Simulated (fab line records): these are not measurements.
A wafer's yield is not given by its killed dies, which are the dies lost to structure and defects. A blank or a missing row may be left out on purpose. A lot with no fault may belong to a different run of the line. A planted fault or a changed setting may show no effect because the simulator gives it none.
Split-lot trial    flow n5_finfet    7 lots, 21 wafers read, on a route of 1938 steps

## ABOUT THE SPLIT
At N5_BEOL_M3_COAT_68 (time 60 s, resist thk 12 nm), the setting spin_rpm was moved away from the recipe's 1500 rpm on 10 of the 21 wafers read, by -8.0% to +9.5%. For the rest of the wafers, this setting stayed at what the recipe calls for.

## FROM THE SPLIT TO THE READING: what the file shows between them, 4 steps
- N5_BEOL_M3_COAT_76: time 60 s, resist thk 5 nm
- N5_BEOL_M3_COAT_22: resist thk 30 nm
- N5_BEOL_M3_DESCUM_33: chemistry O2, time 7 s
- N5_BEOL_M3_ETCH_77: etches underlayer in N2/H2, target depth 6.5 nm, time 5.2 s

## THE READING
etch.depth_nm (the simulator's own value, which no gauge read), in nm, at N5_BEOL_M3_ETCH_69 (etches SiARC in CF4, target depth 15.6 nm, time 26 s). No usual value for it is given in the file. The 11 wafers here that ran the recipe average 12.02 nm, standard deviation 0.026 nm.

wafer   tool, chamber at the split  spin_rpm as run, rpm  against the recipe  etch.depth_nm, nm  against lot-mates on the recipe
L075.1  litho_track-02, 0           1500                  recipe              12.02              -
L075.3  litho_track-02, 0           1500                  recipe              11.99              -
L075.6  litho_track-02, 0           1500                  recipe              12.01              -
L079.2  litho_track-02, 0           1622                  +8.1%               11.5               no lot-mate on the recipe
L079.3  litho_track-02, 0           1622                  +8.1%               11.5               no lot-mate on the recipe
L079.5  litho_track-02, 0           1622                  +8.1%               11.51              no lot-mate on the recipe
L082.1  litho_track-02, 0           1500                  recipe              12.01              -
L082.2  litho_track-02, 0           1500                  recipe              12                 -
L082.5  litho_track-02, 0           1380                  -8.0%               12.54              +0.54
L083.2  litho_track-05, 0           1578                  +5.2%               11.72              -0.28
L083.3  litho_track-05, 0           1578                  +5.2%               11.73              -0.27
L083.4  litho_track-05, 0           1500                  recipe              12                 -
L086.2  litho_track-02, 0           1500                  recipe              11.97              -
L086.5  litho_track-02, 0           1642                  +9.5%               11.43              -0.54
L086.6  litho_track-02, 0           1642                  +9.5%               11.42              -0.55
L092.2  litho_track-02, 0           1500                  recipe              12.06              -
L092.5  litho_track-02, 0           1586                  +5.7%               11.7               -0.36
L092.6  litho_track-02, 0           1586                  +5.7%               11.71              -0.35
L097.2  litho_track-01, 0           1500                  recipe              12.03              -
L097.4  litho_track-01, 0           1500                  recipe              12.03              -
L097.5  litho_track-01, 0           1500                  recipe              12.06              -

THE FIT
A straight line over all 21 wafers: etch.depth_nm changes by -0.0622 nm for each +1% of spin_rpm; r = -1.00; the points scatter about the line by 0.027 nm.
The same after taking each lot's own level away (the mean of its wafers on the recipe; 18 wafers): -0.0601 nm for each +1%; r = -1.00; scatter 0.021 nm.
That fit puts the effect of the largest move of spin_rpm on the reading at 0.57 nm.
The lots' own levels span 11.970 to 12.060 nm, that is 3.4 times the standard deviation above.
Hence the lot-to-lot level has little effect on the slope; both slopes agree.
Check: -0.567 nm against its lot-mates is what the line predicts for one of the wafers moved furthest among these (+9.5%) when that wafer is left out of the fit. It came out at -0.54 nm against them.

## ADDITIONAL SPLITS CARRIED BY THESE WAFERS
These wafers also went through other splits before the reading. Each is held against what the fit with the lots' levels taken away leaves over:
other split on the same wafers  wafers away from the commonest value  r with etch.depth_nm (lot level and that fit taken away)
N5_BEOL_M2_ILD_DEP_00 time_s    5                                     +0.33
N5_BEOL_M2_EXPOSE_08 dose_mj    11                                    +0.00
N5_BEOL_M3_ILD_DEP_00 time_s    6                                     +0.02
N5_BEOL_M3_ETCH_64 time_s       9                                     -0.36

## THE WHOLE CHAIN: every reading that the file lists as answering this split, in the file's order
step                what it does                                          reading                                                                           change (the file's fit)                 r (the file's)
N5_BEOL_M3_COAT_68  time 60 s, resist thk 12 nm                           SiARC_of_BEOL_M3_COAT_68.thk_nm (the simulator's own value, which no gauge read)  -0.062 nm for each +1% of the setting   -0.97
N5_BEOL_M3_ETCH_69  etches SiARC in CF4, target depth 15.6 nm, time 26 s  etch.depth_nm (the simulator's own value, which no gauge read)                    -0.0603 nm for each +1% of the setting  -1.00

## THE FILE'S OWN FIT
etch.depth_nm changes by -0.0603 nm for each +1% of spin_rpm, r = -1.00.
